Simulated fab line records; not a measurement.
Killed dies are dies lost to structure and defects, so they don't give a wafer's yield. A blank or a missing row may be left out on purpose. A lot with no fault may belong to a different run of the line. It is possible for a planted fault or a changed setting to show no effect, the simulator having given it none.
Split-lot experiment    flow n5-finfet    21 wafers read across 7 lots, on a route 1938 steps long

## THE SPLIT
At N5_DUMMY_GATE_COAT_35 (time 60 s, resist thk 10 nm), the setting spin-rpm was moved away from the recipe's 1500 rpm on 6 of the 21 wafers read, by -9.5% to +4.8%. All remaining wafers had this setting at the recipe value.

Reading taken at the split's own step.

## THE READING
SiARC_of_DUMMY_GATE_COAT_35.thk-nm (the simulator's own value, which no gauge read), in nm, at N5_DUMMY_GATE_COAT_35 (time 60 s, resist thk 10 nm). No usual value for it is given in the file.

wafer   tool, chamber at the split  spin-rpm as run, rpm  against the recipe  SiARC_of_DUMMY_GATE_COAT_35.thk-nm, nm  against lot-mates on the recipe
L078.1  litho-track-02, 0           1500                  recipe              10                                      -
L078.4  litho-track-02, 0           1500                  recipe              10                                      -
L078.5  litho-track-02, 0           1500                  recipe              10                                      -
L081.4  litho-track-02, 0           1500                  recipe              10                                      -
L081.5  litho-track-02, 0           1500                  recipe              10                                      -
L081.6  litho-track-02, 0           1357                  -9.5%               10.6                                    +0.6
L082.1  litho-track-01, 0           1500                  recipe              10                                      -
L082.2  litho-track-01, 0           1500                  recipe              10                                      -
L082.6  litho-track-01, 0           1500                  recipe              10                                      -
L085.2  litho-track-04, 0           1500                  recipe              10                                      -
L085.5  litho-track-04, 0           1405                  -6.3%               10.4                                    +0.4
L085.6  litho-track-04, 0           1405                  -6.3%               10.4                                    +0.4
L090.1  litho-track-02, 0           1500                  recipe              10                                      -
L090.3  litho-track-02, 0           1500                  recipe              10                                      -
L090.5  litho-track-02, 0           1500                  recipe              10                                      -
L091.3  litho-track-04, 0           1373                  -8.5%               10.4                                    +0.4
L091.6  litho-track-04, 0           1373                  -8.5%               10.4                                    +0.4
L091.4  litho-track-04, 0           1500                  recipe              10                                      -
L094.1  litho-track-02, 0           1500                  recipe              10                                      -
L094.4  litho-track-02, 0           1500                  recipe              10                                      -
L094.2  litho-track-02, 0           1572                  +4.8%               9.8                                     -0.2

THE FIT
A straight line over all 21 wafers: SiARC_of_DUMMY_GATE_COAT_35.thk-nm changes by -0.0542 nm for each +1% of spin-rpm; r = -0.99; the points scatter about the line by 0.035 nm.
The same after taking each lot's own level away (the mean of its wafers on the recipe; 21 wafers): -0.0542 nm for each +1%; r = -0.99; scatter 0.035 nm.
The reading moves by 0.52 nm for the largest change in spin-rpm, on that fit.
The lots' own levels span 10.00 to 10.00 nm.
So the lot-to-lot level changes the slope little: the two slopes agree.
Check: +0.495 nm against its lot-mates is what the line predicts for one of the wafers moved furthest among these (-9.5%) when that wafer is left out of the fit. Against them it came out at +0.6 nm.

## ADDITIONAL SPLITS CARRIED BY THESE WAFERS
These wafers also went through other splits before the reading. Each is held against what the fit with the lots' levels taken away leaves over:
other split on the same wafers   wafers away from the commonest value  r with SiARC_of_DUMMY_GATE_COAT_35.thk-nm (lot level and that fit taken away)
N5_ZERO_LAYER_COAT_05 spin-rpm   3                                     -0.47
N5_ZERO_LAYER_PEB_09 peb-time-s  as run: not given for these wafers    -
N5_WELL_APT_EXPOSE_05 dose-mj    7                                     +0.01
N5_WELL_APT_COAT_19 spin-rpm     8                                     -0.01

## FILE'S OWN FIT
SiARC_of_DUMMY_GATE_COAT_35.thk-nm changes by -0.0558 nm for each +1% of spin-rpm, r = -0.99.
